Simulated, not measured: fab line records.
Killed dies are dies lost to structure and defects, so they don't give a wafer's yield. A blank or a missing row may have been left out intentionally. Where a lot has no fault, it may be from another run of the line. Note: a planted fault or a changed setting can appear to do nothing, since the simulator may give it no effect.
Which tool is to blame? | flow n5Finfet | Sampling: 12 lots, 36 wafers, 2 of 1938 route steps

== WHAT EACH GAUGE READ, for each wafer ==
N5_BEOL_M9_THK_MEAS_01.
lot  | measured     | on           | M9_ILD_THK (nm)
L418 | day 9 17:25  | filmMetro-02 | 263 264 265
L421 | day 10 07:07 | filmMetro-01 | 267 271 269
L423 | day 10 23:13 | filmMetro-02 | 266 267 269
L426 | day 11 08:12 | filmMetro-02 | 267 268 272
L425 | day 11 16:22 | filmMetro-01 | 267 268 271
L428 | day 11 17:57 | filmMetro-02 | 267 266 269
L429 | day 12 16:22 | filmMetro-02 | 265 265 271
L436 | day 14 07:07 | filmMetro-01 | 264 270 269
L435 | day 14 09:41 | filmMetro-01 | 265 263 269
L439 | day 15 01:15 | filmMetro-01 | 266 268 275
L440 | day 15 04:37 | filmMetro-01 | 268 266 268
L438 | day 15 06:38 | filmMetro-02 | 274 270 272

== EACH LOT AND THE TOOL THAT RAN IT (in order: tool; ch and the chambers of the sampled wafers; start) ==
lot  | N5_BEOL_M9_CURE_71
L418 | uvCure-01 ch 0, day 9 17:04
L421 | uvCure-03 ch 2, day 10 06:41
L423 | uvCure-03 ch 0, day 10 22:47
L426 | uvCure-01 ch 1, day 11 07:41
L425 | uvCure-01 ch 1, day 11 15:56
L428 | uvCure-01 ch 1, day 11 17:31
L429 | uvCure-01 ch 1, day 12 15:56
L436 | uvCure-01 ch 0, day 14 06:37
L435 | uvCure-01 ch 1, day 14 09:10
L439 | uvCure-01 ch 0, day 15 00:49
L440 | uvCure-01 ch 1, day 15 04:20
L438 | uvCure-02 ch 0, day 15 06:22
- N5_BEOL_M9_CURE_71: cures SiCOH lowk, time 240 s.

== AS READ BY THE TOOLS THEMSELVES (means over the sampled wafers that have a number; for cases with no such wafer, the mark the record gives instead) ==
N5_BEOL_M9_CURE_71.
lot  | tool      | lampPowerPct (%) | wafer_temp_C_max
L418 | uvCure-01 | 52.30            | 386.7
L421 | uvCure-03 | 52.32            | 388.6
L423 | uvCure-03 | 52.31            | 386.4
L426 | uvCure-01 | 52.34            | 386.1
L425 | uvCure-01 | 52.32            | 385.9
L428 | uvCure-01 | 52.32            | 385.9
L429 | uvCure-01 | 52.30            | 386.2
L436 | uvCure-01 | 52.27            | 387.4
L435 | uvCure-01 | 52.40            | 386.3
L439 | uvCure-01 | 52.29            | 386.5
L440 | uvCure-01 | 52.31            | 386.2
L438 | uvCure-02 | 52.36            | 387.2

== THE ANSWER, worked out from the rows above alone ==
Rule: the lots themselves supply what counts as usual. Put in order of their means at a reading, lots are off if they are a third of the lots or fewer, leave a main group of 4 or more, and stand apart from it by a gap of 3 or more times the standard deviation of the main group's means; of several such gaps the widest counts. Not used: any main group whose means are identical at the precision the tables above print for the reading. A lot without any number at a reading at which 4 lots or more have one is off too. Any other lot the step has rows for is counted as sound. First the gauges in route order, then the tools' own readings, where a lot's mean is used as printed above. The first step at which some lot is off is used, and at that step the reading that is off furthest; a lot without a number counts as furthest.
Across all readings shown, no lot is off: no conclusion can be drawn from this.

== WHAT THE SIMULATOR HAD PUT IN ==
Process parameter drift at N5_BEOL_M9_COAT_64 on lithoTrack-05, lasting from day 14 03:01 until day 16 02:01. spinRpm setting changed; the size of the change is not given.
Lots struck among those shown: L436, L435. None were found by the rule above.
